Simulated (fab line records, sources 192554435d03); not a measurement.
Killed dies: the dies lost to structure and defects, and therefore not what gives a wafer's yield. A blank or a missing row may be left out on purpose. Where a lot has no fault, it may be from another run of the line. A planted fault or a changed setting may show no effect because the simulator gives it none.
Split-lot experiment    flow n5 finfet    on a route of 1938 steps: 7 lots, 21 wafers read

ABOUT THE SPLIT
At N5_BEOL_M14_TRENCH_ETCH_34 (etches SiO2 in C4F8/O2/Ar, target depth 556.65 nm, time 126.9 s), the setting bias w was moved away from the recipe's 2040 W on 4 of the 21 wafers read, by -15.0% to +8.6%. The other wafers ran this setting at the recipe's value.

Reading taken at the split's own step.

THE READING
rf vpp V, in V, at N5_BEOL_M14_TRENCH_ETCH_34 (etches SiO2 in C4F8/O2/Ar, target depth 556.65 nm, time 126.9 s). Fault-free wafers of this fab line usually give 2228 V, standard deviation 17 V.

wafer   tool, chamber at the split  bias w as run, W  against the recipe  rf vpp V, V  against lot-mates on the recipe
L074.2  rie diel-04, 0              2040              recipe              2213         -
L074.4  rie diel-04, 1              2215              +8.6%               2346         +131
L074.6  rie diel-04, 1              2040              recipe              2217         -
L077.1  rie diel-02, 0              1757              -13.9%              1988         -222
L077.4  rie diel-02, 0              2040              recipe              2210         -
L077.6  rie diel-02, 1              1757              -13.9%              2011         -199
L078.1  rie diel-02, 1              2040              recipe              2234         -
L078.2  rie diel-02, 0              2040              recipe              2211         -
L078.4  rie diel-02, 2              2040              recipe              2236         -
L083.2  rie diel-04, 2              2040              recipe              2242         -
L083.5  rie diel-04, 1              2040              recipe              2218         -
L083.6  rie diel-04, 0              2040              recipe              2210         -
L082.1  rie diel-02, 0              2040              recipe              2210         -
L082.2  rie diel-02, 3              2040              recipe              2199         -
L082.3  rie diel-02, 2              2040              recipe              2236         -
L087.1  rie diel-06, 2              2040              recipe              2234         -
L087.2  rie diel-06, 3              1734              -15.0%              2005         -236
L087.4  rie diel-06, 1              2040              recipe              2249         -
L093.1  rie diel-02, 0              2040              recipe              2207         -
L093.3  rie diel-02, 3              2040              recipe              2199         -
L093.5  rie diel-02, 0              2040              recipe              2211         -

THE FIT
A straight line over all 21 wafers: rf vpp V changes by +15.2 V for each +1% of bias w; r = +0.99; the points scatter about the line by 15 V.
The same after taking each lot's own level away (the mean of its wafers on the recipe; 21 wafers): +15.4 V for each +1%; r = +0.99; scatter 11 V.
According to that fit, moving bias w by its largest amount changes the reading by 2.3e+02 V.
The span of the lots' own levels, 2205.7 to 2241.5 V, comes to 2.1 times the standard deviation stated above.
The two slopes agree, so the slope changes little with the lot-to-lot level.
Check: -228 V against its lot-mates is what the line predicts for one of the wafers moved furthest among these (-15.0%) when that wafer is left out of the fit. It came out at -236 V against them.
Tool readings at the split's step, against how far the setting was moved: rf vpp V r = +0.99.

THE OTHER SPLITS THESE WAFERS WENT THROUGH
These wafers also went through other splits before the reading. Each is held against what the fit with the lots' levels taken away leaves over:
other split on the same wafers  wafers away from the commonest value  r with rf vpp V (lot level and that fit taken away)
N5_BEOL_M14_ETCH_68 time s      8                                     +0.09

THE FILE'S OWN FIT
rf vpp V changes by +15.5 V for each +1% of bias w, r = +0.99.
